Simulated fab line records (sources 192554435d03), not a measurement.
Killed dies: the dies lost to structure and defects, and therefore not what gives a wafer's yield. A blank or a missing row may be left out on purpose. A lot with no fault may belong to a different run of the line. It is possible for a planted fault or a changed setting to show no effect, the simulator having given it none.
Which tool is to blame?    flow n5 finfet    29 wafers from 10 lots sampled at 3 of the route's 1938 steps

== WHAT THE GAUGES SHOWED, per wafer ==
N5_BEOL_M4_RC_MEAS_101. Usual: DIBL_N 37.2 mV/V, standard deviation 2.1; DIBL_P 37.3 mV/V, standard deviation 2.3; IOFF_N 0.18 nA/um, standard deviation 0.041; IOFF_P 0.24 nA/um, standard deviation 0.042; IOFF_P_85C 4.0 nA/um, standard deviation 0.61; IOFF_P_LIN 0.109 nA/um, standard deviation 0.015; ION_N 680 uA/um, standard deviation 13; ION_P 466 uA/um, standard deviation 7.7; REXT_N 75.2 ohm.um, standard deviation 1.7; REXT_P 101.0 ohm.um, standard deviation 2.7; SS_N 71.8 mV/dec, standard deviation 0.68; SS_P 73.5 mV/dec, standard deviation 0.66; VT_N 249 mV, standard deviation 3.6; VT_P -248 mV, standard deviation 3.4; VT_P_LVT -97.4 mV, standard deviation 2.8.
lot   measured      on         DIBL_N (mV/V)   DIBL_P (mV/V)   IOFF_N (nA/um)  IOFF_P (nA/um)  IOFF_P_85C (nA/um)  IOFF_P_LIN (nA/um)  ION_N (uA/um)  ION_P (uA/um)  REXT_N (ohm.um)  REXT_P (ohm.um)    SS_N (mV/dec)   SS_P (mV/dec)   VT_N (mV)    VT_P (mV)       VT_P_LVT (mV)        flag
L295  day 8 14:06   prober-01  38.8 37.1 38.4  39.0 37.3 38.6  0.22 0.19 0.21  0.26 0.22 0.25  4.3 3.8 4.2         0.112 0.101 0.110   688 686 702    462 463 467    72.8 73.4 73.3   99.5 99.5 98.6     72.4 72.2 72.2  73.5 73.2 73.4  248 247 245  -249 -251 -248  -95.7 -98.8 -96.7    
L296  day 9 01:14   prober-01  39.2 38.1 39.9  39.5 37.7 41.7  0.23 0.19 0.27  0.27 0.23 0.32  4.5 3.9 5.1         0.118 0.104 0.132   705 689 712    473 468 482    73.4 73.5 73.7   102.2 100.7 100.7  71.8 72.9 72.1  74.0 73.8 74.1  243 248 242  -247 -252 -243  -96.1 -97.6 -94.2    
L298  day 9 13:08   prober-02  39.4 35.0 35.1  39.2 33.6 34.5  0.25 0.14 0.15  0.30 0.21 0.23  4.9 3.7 3.9         0.136 0.107 0.114   694 656 679    472 460 471    72.6 73.0 73.9   101.1 100.8 101.0  72.9 71.2 70.9  73.9 72.8 73.0  243 252 248  -246 -249 -248  -93.1 -98.1 -95.8    
L299  day 9 18:03   prober-02  34.4 35.4 35.9  33.7 35.4 35.8  0.13 0.14 0.15  0.19 0.21 0.22  3.4 3.6 3.8         0.096 0.099 0.105   676 668 673    468 460 464    77.0 77.4 78.2   102.5 103.4 103.9  71.2 71.7 71.1  73.0 72.4 73.9  254 252 248  -252 -248 -246  -100.7 -100.5 -99.3  
L301  day 9 19:36   prober-01  34.2 36.8 38.3  34.9 37.7 39.7  0.13 0.17 0.22  0.18 0.24 0.27  3.1 4.0 4.4         0.091 0.112 0.120   669 677 696    460 465 475    74.8 75.1 74.0   106.8 107.4 108.7  71.1 71.3 72.6  72.9 73.5 73.5  252 246 242  -253 -247 -247  -98.7 -95.1 -94.9    
L303  day 10 16:29  prober-02  34.7 39.6 35.5  33.7 40.1 35.8  0.13 0.23 0.15  0.19 0.33 0.24  3.4 5.3 4.1         0.097 0.141 0.113   662 684 671    458 472 467    76.6 78.0 78.1   100.7 99.8 98.2    70.9 72.3 71.3  71.9 74.6 73.0  251 243 251  -248 -243 -245  -101.7 -96.2 -98.7   
L304  day 10 13:31  prober-01  42.0 39.3 40.1  39.8 37.0 38.6  0.26 0.19 0.23  0.28 0.23 0.26  4.6 3.9 4.3         0.120 0.104 0.113   686 676 709    462 457 480    75.2 76.8 75.3   97.2 97.9 98.2     72.7 72.1 72.5  74.2 74.4 74.3  242 249 243  -247 -248 -243  -95.3 -97.8 -96.5    
L310  day 13 17:26  prober-01  39.4 39.5       40.3 40.7       0.22 0.21       0.30 0.31       5.0 5.1             0.133 0.135         684 675        479 470        76.6 76.5        100.6 100.2        73.5 72.4       74.3 74.2       247 250      -246 -244       -94.4 -93.3          
L314  day 14 21:18  prober-02  35.5 41.6 38.1  36.1 41.5 39.4  0.15 0.28 0.23  0.19 0.36 0.26  3.4 5.8 4.4         0.093 0.152 0.118   678 698 704    459 481 473    75.0 69.5 74.6   98.8 91.5 98.8     71.7 72.9 72.0  73.9 75.0 74.4  251 241 242  -252 -240 -248  -98.2 -87.7 -93.8    
L311  day 14 04:46  prober-01  36.4 36.9 39.9  38.7 39.7 41.3  0.18 0.18 0.24  0.25 0.26 0.38  4.2 4.4 6.0         0.117 0.123 0.166   686 690 706    472 480 493    77.2 78.7 69.4   99.3 99.2 89.7     72.6 72.1 72.8  73.6 73.6 73.7  246 247 242  -246 -245 -240  -95.9 -94.9 -88.0    

== TOOL THAT RAN EACH LOT (tool first, then ch and the chambers of the sampled wafers, then the start) ==
lot   N5_SPACER0_ALD_08                 N5_BEOL_M4_PRE_CLEAN_60
L295  ald sin-01 ch 0,1, day 3 12:32    cvd co-02 ch 0,1,2, day 8 13:40
L296  ald sin-03 ch 0,1,2, day 3 20:04  cvd co-01 ch 1,2, day 9 00:58
L298  ald sin-03 ch 1,2,3, day 4 06:52  cvd co-01 ch 0,2, day 9 12:32
L299  ald sin-03 ch 1,3, day 4 11:40    cvd co-02 ch 0,1,2, day 9 17:28
L301  ald sin-03 ch 0,2, day 5 00:31    cvd co-01 ch 0,2, day 9 19:19
L303  ald sin-02 ch 2,3, day 5 13:15    cvd co-02 ch 0,1,2, day 10 16:04
L304  ald sin-02 ch 0,1,3, day 5 19:40  cvd co-02 ch 0,1,2, day 10 12:46
L310  ald sin-03 ch 0,2, day 8 09:34    cvd co-02 ch 0, day 13 17:00
L314  ald sin-03 ch 0,2,3, day 8 19:28  cvd co-01 ch 1,2, day 14 20:52
L311  ald sin-03 ch 0,1,2, day 8 20:01  cvd co-02 ch 0,1,2, day 14 04:02
- N5_SPACER0_ALD_08: deposits SiNx, target thk 2 nm.
- N5_BEOL_M4_PRE_CLEAN_60: time 15 s.

== AS READ BY THE TOOLS THEMSELVES (means over the sampled wafers that have a number; for cases with no such wafer, the mark the record gives instead) ==
N5_SPACER0_ALD_08. Usual: heater power w at 849 W, with a standard deviation of 83.
lot   tool        heater power w (W)  flag
L295  ald sin-01  843                 
L296  ald sin-03  778                 
L298  ald sin-03  807                 
L299  ald sin-03  808                 
L301  ald sin-03  786                 
L303  ald sin-02  943                 
L304  ald sin-02  887                 
L310  ald sin-03  794                 
L314  ald sin-03  808                 
L311  ald sin-03  790                 

N5_BEOL_M4_PRE_CLEAN_60. Usual: heater power w at 89 W, with a standard deviation of 15.
lot   tool       heater power w (W)  flag
L295  cvd co-02  99                  
L296  cvd co-01  72                  
L298  cvd co-01  73                  
L299  cvd co-02  98                  
L301  cvd co-01  74                  
L303  cvd co-02  98                  
L304  cvd co-02  98                  
L310  cvd co-02  87                  
L314  cvd co-01  72                  
L311  cvd co-02  100                 

== THE ANSWER, worked out from the rows above alone ==
Rule: lot off if the mean of its wafers having a number is beyond 3 standard deviations from the usual mean. A lot without any number at a reading at which 4 lots or more have one is off too. Any other lot the step has rows for is counted as sound. After the gauges, taken in route order, come the tools' own readings; for these a lot's mean is taken, as printed above. At the first step where some lot is off, the reading lying furthest off is the one used; lots without a number count as furthest.
Nothing can be told from this: no lot is off at any reading shown.

== WHAT THE SIMULATOR PUT IN ==
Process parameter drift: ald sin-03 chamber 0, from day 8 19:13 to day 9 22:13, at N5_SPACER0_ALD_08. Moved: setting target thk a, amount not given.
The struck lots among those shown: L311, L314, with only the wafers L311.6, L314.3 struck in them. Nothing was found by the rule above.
